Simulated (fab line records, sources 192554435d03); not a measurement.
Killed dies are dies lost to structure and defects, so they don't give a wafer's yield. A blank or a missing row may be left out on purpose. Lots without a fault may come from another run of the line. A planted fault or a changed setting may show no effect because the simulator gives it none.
Chamber matching | flow n5_finfet | N5_MOL_CONTACT_COAG_ETCH_15 on rie_diel-05: 4 sister chambers
The step etches SiNx in CH3F/O2, stops on Si:P, target depth 7 nm. 4 wafers are shown with their chamber, then 12 later ones without.

WAFERS WITH THEIR CHAMBER
wafer  | chamber | drypump_motor_current_A (A)
L083.3 | 0       | 5.4
L083.5 | 2       | 5.2
L084.4 | 1       | 5.6
L084.6 | 3       | 6.5

WAFERS WITHOUT THEIR CHAMBER
wafer  | drypump_motor_current_A (A)
L085.1 | 5.6
L085.2 | 6.5
L085.6 | 5.6
L088.1 | 5.2
L088.2 | 5.6
L088.3 | 6.5
L091.2 | 5.2
L091.3 | 5.6
L091.6 | 5.6
L092.2 | 5.6
L092.3 | 5.3
L092.4 | 5.4

WHICH CHAMBER EACH WENT THROUGH
wafer  | from the rows above     | in truth
L085.1 | 1                       | 1
L085.2 | 3                       | 3
L085.6 | 1                       | 1
L088.1 | 2                       | 2
L088.2 | 1                       | 1
L088.3 | 3                       | 3
L091.2 | 2                       | 2
L091.3 | 1                       | 1
L091.6 | 1                       | 1
L092.2 | 1                       | 1
L092.3 | can't be placed: 2 or 0 | 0
L092.4 | 0                       | 0
Placed correctly: 11 of 12. Can't be placed from these rows: 1 (the true chamber is among the candidates in 1). Placed wrongly: 0.
How it was worked out, from the rows above alone: a wafer's distance from a chamber is the root of the sum, over the readings, of the square of ((its reading less the chamber's mean) divided by the reading's scatter). The wafer belongs to the nearest chamber; if the next one is less than 2 further off, it can't be placed. A chamber's mean is the mean of its shown wafers. The scatter: with one shown wafer a chamber, the root of the mean of the squares of how far each hidden wafer lies from its nearest shown one.
